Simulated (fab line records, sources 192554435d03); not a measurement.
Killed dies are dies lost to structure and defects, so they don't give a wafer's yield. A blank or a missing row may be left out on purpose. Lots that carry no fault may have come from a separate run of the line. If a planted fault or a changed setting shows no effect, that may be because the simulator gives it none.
8D (eight disciplines) problem report, filled in by code / flow n5 finfet / the parts of the form that need people (team, actions taken, sign-off) are left out

## 1. THE PROBLEM
Mean of rf fwd power W at N5_BEOL_M7_ETCH_62: 1037.8 W across 6 wafers in 2 lots; on wafers with no fault it is 837.6 W (standard deviation 2.6). Relative to the usual mean, that is a shift of +77 standard deviations.
The step: etches SOC in N2/H2, target depth 110 nm, overetch 22 nm, time 165 s.
Earliest sighting: wafer L500.1 on rie diel-05 at day 13 07:29. The record holds 18 wafers of 6 lots with a number at this step. The rule behind "out" and "out of limits": a value lying over 4 standard deviations away from the usual mean. The rest of the wafers with a number are treated as sound.

## 2. WHAT IT IS, WHAT IT ISN'T
question=which readings at this step | is=rf fwd power W, rf vpp V | is not=drypump motor current A, oes product au, showerhead plenum p Torr, throttle valve pct
question=which lots | is=L500, L502 | is not=L493, L498, L499, L503
question=which wafers of those lots | is=all that have a number | is not=-
question=read on which tools | is=rie diel-05 | is not=rie diel-03, rie diel-04
question=when | is=from day 13 07:29 | is not=up to then (9 sound wafers); but 3 sound wafers of L503 came after

## 3. THE SUSPECTS, EACH WITH WHAT RULES IT OUT
Counting: a tool stays on the suspect list if, at a process step up to the reading, it processed all lots that are out and no sound lot following the first of them.
- rie diel-05 at N5_BEOL_M7_DESCUM_16 (chemistry O2, time 7.9 s): kept. It ran every lot that is out, first L500 (day 13 07:24), and no sound lot after that; its last sound lot up to then is L499 (day 13 00:40).
- rie diel-05 at N5_BEOL_M7_ETCH_61 (etches SiARC in CF4, target depth 45.5 nm, time 75.8 s): kept. It ran every lot that is out, first L500 (day 13 07:26), and no sound lot after that; its last sound lot up to then is L499 (day 13 00:42).
- rie diel-05 at N5_BEOL_M7_ETCH_62 (etches SOC in N2/H2, target depth 110 nm, overetch 22 nm, time 165 s): kept. It ran every lot that is out, first L500 (day 13 07:29), and no sound lot after that; its last sound lot up to then is L499 (day 13 00:45). On those wafers its own readings are out: rf fwd power W, rf vpp V.
Still standing after the count: rie diel-05 at N5_BEOL_M7_DESCUM_16, rie diel-05 at N5_BEOL_M7_ETCH_61, rie diel-05 at N5_BEOL_M7_ETCH_62.

## 4. THE CAUSE (what the simulator had put in)
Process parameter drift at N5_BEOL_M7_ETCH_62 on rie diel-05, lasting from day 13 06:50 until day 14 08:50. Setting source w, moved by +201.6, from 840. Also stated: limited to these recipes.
Counting leaves 3 suspects; this tool is one of them.

## 5. THE EFFECT CHAIN, in route order
Each row: a reading where the mean over the struck wafers with a number is more than 3 standard deviations away from the usual. Readings are gone through only where the record gives a usual standard deviation; hours: the median, over the lots, of the time from a lot's start at the first step in this table giving one to that lot's start at this step; sigmas: the change measured in usual standard deviations.
hours=0; step=N5_BEOL_M7_ETCH_62; reading=rf fwd power W; usual=837.6 W; on struck wafers=1037.8; change=+200.1; sigmas=+77
hours=0; step=N5_BEOL_M7_ETCH_62; reading=rf vpp V; usual=524.4 V; on struck wafers=490.1; change=-34.3; sigmas=-16
It contains these process steps:
- N5_BEOL_M7_ETCH_62: etches SOC in N2/H2, target depth 110 nm, overetch 22 nm, time 165 s.

## 6. HOW IT WOULD HAVE BEEN CAUGHT EARLIER
In this record the first reading out of limits was taken at day 13 07:29, 1 hour after the fault began at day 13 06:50.
